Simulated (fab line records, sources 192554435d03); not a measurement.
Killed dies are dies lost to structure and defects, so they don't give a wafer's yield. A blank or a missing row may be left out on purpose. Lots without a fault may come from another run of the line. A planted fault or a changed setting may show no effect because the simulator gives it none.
Split-lot experiment | flow n5_finfet | 7 lots, 21 wafers read, on a route of 1938 steps

THE SPLIT
At N5_BEOL_M7_DEP_56 (deposits SiCN from 3MS/NH3, target thk 10 nm, time 17.5 s), the setting time_s was moved away from the recipe's 17.5 s on 4 of the 21 wafers read, by +6.2% to +13.5%. The other wafers ran this setting at the recipe's value.

The reading is taken at the split's own step.

THE READING
SiCN_of_BEOL_M7_DEP_56.thk_nm (the simulator's own value, which no gauge read), in nm, at N5_BEOL_M7_DEP_56 (deposits SiCN from 3MS/NH3, target thk 10 nm, time 17.5 s). The file gives no usual value for it. The 17 wafers here that ran the recipe average 9.9 nm, standard deviation 0.22 nm.

wafer  | tool, chamber at the split | time_s as run, s | against the recipe | SiCN_of_BEOL_M7_DEP_56.thk_nm, nm | against lot-mates on the recipe
L075.2 | pecvd-02, 1                | 17.5             | recipe             | 10.2                              | -
L075.4 | pecvd-02, 1                | 18.59            | +6.2%              | 10.8                              | +0.5
L075.6 | pecvd-02, 1                | 17.5             | recipe             | 10.4                              | -
L076.2 | pecvd-02, 0                | 19.86            | +13.5%             | 11.2                              | +1.2
L076.4 | pecvd-02, 2                | 17.5             | recipe             | 9.8                               | -
L076.6 | pecvd-02, 1                | 17.5             | recipe             | 10.2                              | -
L079.1 | pecvd-03, 1                | 17.5             | recipe             | 9.6                               | -
L079.4 | pecvd-03, 1                | 19.2             | +9.7%              | 10.6                              | +0.9
L079.6 | pecvd-03, 2                | 17.5             | recipe             | 9.8                               | -
L083.2 | pecvd-04, 1                | 17.5             | recipe             | 9.8                               | -
L083.4 | pecvd-04, 1                | 17.5             | recipe             | 9.8                               | -
L083.5 | pecvd-04, 0                | 17.5             | recipe             | 10                                | -
L087.1 | pecvd-03, 1,2              | 17.5             | recipe             | 9.8                               | -
L087.6 | pecvd-03, 1,2              | 17.5             | recipe             | 9.8                               | -
L087.5 | pecvd-03, 1                | 17.5             | recipe             | 10                                | -
L092.1 | pecvd-03, 0,2              | 17.5             | recipe             | 9.8                               | -
L092.5 | pecvd-03, 0,2              | 17.5             | recipe             | 9.8                               | -
L092.6 | pecvd-03, 1                | 19.84            | +13.4%             | 11                                | +1.2
L096.2 | pecvd-04, 1,2              | 17.5             | recipe             | 9.6                               | -
L096.3 | pecvd-04, 1,2              | 17.5             | recipe             | 9.6                               | -
L096.4 | pecvd-04, 0                | 17.5             | recipe             | 10                                | -
Where a row lists several chambers, the file gives one row for several wafers and doesn't say which wafer went through which chamber.

THE FIT
A straight line over all 21 wafers: SiCN_of_BEOL_M7_DEP_56.thk_nm changes by +0.0913 nm for each +1% of time_s; r = +0.88; the points scatter about the line by 0.23 nm.
The same after taking each lot's own level away (the mean of its wafers on the recipe; 21 wafers): +0.0894 nm for each +1%; r = +0.96; scatter 0.12 nm.
On that fit, the largest move of time_s shifts the reading by 1.2 nm.
The lots' own levels span 9.70 to 10.30 nm, that is 2.8 times the standard deviation above.
So the lot-to-lot level changes the slope little: the two slopes agree.
Check: with one of the wafers moved furthest among these (+13.5%) left out of the fit, the line predicts +1.21 nm for it against its lot-mates. It came out at +1.2 nm against them.

OTHER SPLITS ON THESE WAFERS
These wafers also went through other splits before the reading. Each is held against what the fit with the lots' levels taken away leaves over:
other split on the same wafers | wafers away from the commonest value | r with SiCN_of_BEOL_M7_DEP_56.thk_nm (lot level and that fit taken away)
N5_BEOL_M4_COAT_22 spin_rpm    | 10                                   | -0.10
N5_BEOL_M5_COAT_66 spin_rpm    | 2                                    | +0.01
N5_BEOL_M5_COAT_74 spin_rpm    | 11                                   | -0.06
N5_BEOL_M7_ILD_DEP_00 time_s   | 8                                    | +0.32
N5_BEOL_M7_PECVD_70 temp_c     | 8                                    | -0.01

THE FILE'S OWN FIT
SiCN_of_BEOL_M7_DEP_56.thk_nm changes by +0.0893 nm for each +1% of time_s, r = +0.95.
